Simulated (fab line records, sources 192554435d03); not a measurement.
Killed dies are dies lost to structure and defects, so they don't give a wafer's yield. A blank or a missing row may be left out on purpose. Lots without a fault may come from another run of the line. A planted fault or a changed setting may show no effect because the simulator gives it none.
A struck lot beside a sound one | flow n5_finfet | 38 steps out of a route of 1938
Sound: wafers L640.1, L640.3, L640.5. Struck: wafer L644.2. (L644.4 of the same lot was not struck and is left out.) The cause comes at the end.
At each step with rows: each side's tool, then ch and its chambers, then its first start. Under that, the readings that differ: sound wafers | struck wafers | difference of the means | sigmas: that difference in standard deviations of wafers without a fault.
alike: readings whose means differ by less than 2 such deviations, and words and numbers that are the same on both sides. not compared: withheld readings, readings that some wafer has no value for, bounds like >300 that may hide the same value, and numbers for which the record gives no deviation and whose values overlap.
The two part at a step that has a row with sigmas, a row that says differs or no value, or rows on one side only. Numbers that don't overlap but have no deviation are shown without sigmas and don't part them. A reading that every wafer of one side lacks parts them only if that side has two wafers or more.

first, 11 steps without rows for these wafers: N5_FIN_SAQP_SPACER1_ETCHBACK_25 (etches SiO2 in CHF3/O2, target depth 24.4 nm, time 12.2 s); N5_FIN_SAQP_MANDREL1_REMOVE_56 (chemistry HBr/Cl2/O2, target a-Si, stops on SiNx, bt time 10 s); N5_FIN_SAQP_ETCH_57 (etches SiNx in CH3F/O2, target depth 32.5 nm, time 46.4 s); N5_FIN_SAQP_ETCH_65 (etches SiO2 in CF4, target depth 4 nm, time 4.4 s); N5_FIN_SAQP_MANDREL_ETCH_58 (etches a-Si in HBr/Cl2, stops on SiNx, target depth 45 nm, bt time 10 s, time 27 s); N5_FIN_SAQP_RECESS_63 (chemistry HF/NH3, target SiO2, target depth 18 nm, afs cycles 3, sublimation time 60 s); N5_FIN_SAQP_COAT_68 (time 60 s, resist thk 100 nm); N5_FIN_SAQP_ETCH_69 (etches SOC in N2/H2, stops on SiNx, target depth 150 nm); N5_FIN_SAQP_ETCH_67 (etches SiNx in CH3F/O2, target depth 30 nm); N5_FIN_SAQP_STRIP_70 (strips in N2/H2); N5_FIN_SAQP_RECESS_71 (chemistry HF/NH3, target SiO2, target depth 3 nm, afs cycles 1, sublimation time 60 s).
N5_FIN_SAQP_SPACER2_ALD_28: deposits SiO2, target thk 8.1 nm, pulse time 1 s, purge time 2 s.
  sound on ald_sin-01 ch 2,3, day 4 19:47; struck on ald_sin-01 ch 0, day 5 19:43
  reading                                           | sound   | struck | difference | sigmas
  model.SiO2_of_FIN_SAQP_SPACER2_ALD_28.thk_nm (nm) | 8 8.2 8 | 2.8    | -5.3       |
  alike: heater_power_w, precursor_pulse_height_rel
then, 1 step without rows for these wafers: N5_FIN_SAQP_SPACER2_ETCHBACK_29 (etches SiO2 in CHF3/O2, target depth 12.2 nm, time 6.1 s).
N5_FIN_SAQP_MANDREL2_REMOVE_60: chemistry HBr/Cl2/O2, target a-Si, stops on SiNx, bt time 10 s.
  sound on rie_si-01 ch 0,1,2, day 4 20:17; struck on rie_si-01 ch 2, day 5 20:08
  reading                   | sound     | struck | difference | sigmas
  model.FIN_SAQP.cd_nm (nm) | 8 8.2 8.2 | 3      | -5         |
  alike: bias_w, drypump_motor_current_A, oes_product_au, throttle_valve_pct
  not compared: rf_hours_counter_h
N5_FIN_SAQP_CD_MEAS_31: target cd 8 nm.
  sound on cd_sem-02 ch 0, day 4 20:24; struck on cd_sem-01 ch 0, day 5 20:14
  reading    | sound          | struck | difference | sigmas
  cd_nm (nm) | 8.22 8.20 8.15 | 3.56   | -4.63      | -21
then, 3 steps without rows for these wafers: N5_FIN_SAQP_HM_OPEN_33 (chemistry CH3F/O2, target SiNx, target depth 49.4 nm, time 70.6 s); N5_FIN_SAQP_ETCH_34 (etches SiO2 in C4F6/O2, target depth 45 nm, time 15 s); N5_FIN_SAQP_STRIP_77 (strips in N2/H2, time 90 s).
N5_FIN_SAQP_HM_CD_35: target cd 8 nm.
  sound on cd_sem-03, day 4 20:47; struck on cd_sem-02, day 5 20:31
  reading    | sound          | struck | difference | sigmas
  cd_nm (nm) | 8.14 8.06 8.05 | 3.04   | -5.04      | -20
then, 1 step without rows for these wafers: N5_FIN_SAQP_ETCH_64 (etches SiO2 in CF4, target depth 1.5 nm).
N5_FIN_SAQP_FIN_ETCH_36: etches the open film in HBr/Cl2/O2, target depth 120 nm, time 50.4 s.
  sound on rie_si-02 ch 0,1,2, day 4 20:51; struck on rie_si-03 ch 3, day 5 20:34
  reading                   | sound     | struck | difference | sigmas
  model.FIN_SAQP.cd_nm (nm) | 8 8.2 8.2 | 3.2    | -4.9       |
  alike: bias_w, drypump_motor_current_A, oes_product_au, throttle_valve_pct
  not compared: rf_hours_counter_h
N5_FIN_SAQP_CD_MEAS_37: target cd 8 nm.
  sound on cd_sem-03, day 4 20:58; struck on cd_sem-02, day 5 20:42
  reading    | sound          | struck | difference | sigmas
  cd_nm (nm) | 8.21 8.40 8.15 | 3.11   | -5.14      | -19
then, 14 steps without rows for these wafers: N5_FIN_SAQP_PRECLEAN_38 (cleans in O3/DIW, time 45 s); N5_FIN_SAQP_PRECLEAN_45 (cleans in dHF, time 10 s); N5_FIN_SAQP_SRD_39 (time 30 s); N5_FIN_CUT_COAT_18 (time 60 s, resist thk 230 nm); N5_FIN_CUT_COAT_19 (time 60 s, resist thk 20 nm); N5_FIN_CUT_COAT_29 (time 60 s, resist thk 10 nm); N5_FIN_CUT_COAT_02 (resist thk 30 nm); N5_FIN_CUT_EBR_04; N5_FIN_CUT_SOFTBAKE_03 (time 60 s); N5_FIN_CUT_EXPOSE_05 (exposes mask FIN CUT); N5_FIN_CUT_PEB_06 (peb time 60 s); N5_FIN_CUT_DEVELOP_07 (develop time 30 s); N5_FIN_CUT_DESCUM_13 (chemistry O2, time 7 s); N5_FIN_CUT_ETCH_30 (etches underlayer in N2/H2, target depth 13 nm, time 10.4 s).
N5_STI_FIN_REVEAL_CD_MEAS_22: target cd 6.238 nm, pitch 28 nm.
  sound on cd_sem-03, day 5 07:44; struck on cd_sem-03, day 6 06:46
  reading    | sound          | struck | difference | sigmas
  cd_nm (nm) | 6.08 5.88 6.17 | 1.50   | -4.54      | -16
-- the record jumps here: 6 days lie between the struck wafers' starts before and after (it left off in module STI_FIN_REVEAL and takes up again in module BEOL_M4, whose first step shown is number 1111 of the route) --
N5_BEOL_M4_RC_MEAS_101:
  sound on prober-01 ch 0, day 11 11:11; struck on prober-01 ch 0, day 12 11:19
  reading            | sound             | struck | difference | sigmas
  DIBL_N (mV/V)      | 36.1 37.0 34.8    | 6.9    | -29.1      | -11
  DIBL_P (mV/V)      | 37 38 35          | -5     | -42        | -13
  IOFF_N (nA/um)     | 0.16 0.19 0.15    | 0.00   | -0.17      | -4
  IOFF_N_85C (nA/um) | 3.1 3.7 3.0       | 0.1    | -3.2       | -4
  IOFF_N_LIN (nA/um) | 0.075 0.088 0.072 | 0.002  | -0.076     | -4
  IOFF_P (nA/um)     | 0.24 0.28 0.24    | 0.01   | -0.24      | -4
  IOFF_P_85C (nA/um) | 4.2 4.6 4.1       | 0.2    | -4.1       | -5
  IOFF_P_LIN (nA/um) | 0.117 0.128 0.113 | 0.008  | -0.111     | -6
  ION_N (uA/um)      | 680 701 677       | 446    | -240       | -16
  ION_P (uA/um)      | 476 479 468       | 346    | -128       | -12
  SS_N (mV/dec)      | 71.4 72.7 70.6    | 64.8   | -6.8       | -9
  SS_P (mV/dec)      | 73.4 74.5 73.6    | 62.3   | -11.5      | -12
  VT_N (mV)          | 253 244 247       | 322    | +74        | +18
  VT_N_LVT (mV)      | 100 97 100        | 172    | +73        | +20
  VT_P (mV)          | -248 -245 -248    | -296   | -49        | -11
  VT_P_LVT (mV)      | -96 -95 -97       | -146   | -50        | -14

WHERE THEY PART
First at N5_FIN_SAQP_CD_MEAS_31; last, within this record, at N5_BEOL_M4_RC_MEAS_101.

WHY: what the simulator had put in
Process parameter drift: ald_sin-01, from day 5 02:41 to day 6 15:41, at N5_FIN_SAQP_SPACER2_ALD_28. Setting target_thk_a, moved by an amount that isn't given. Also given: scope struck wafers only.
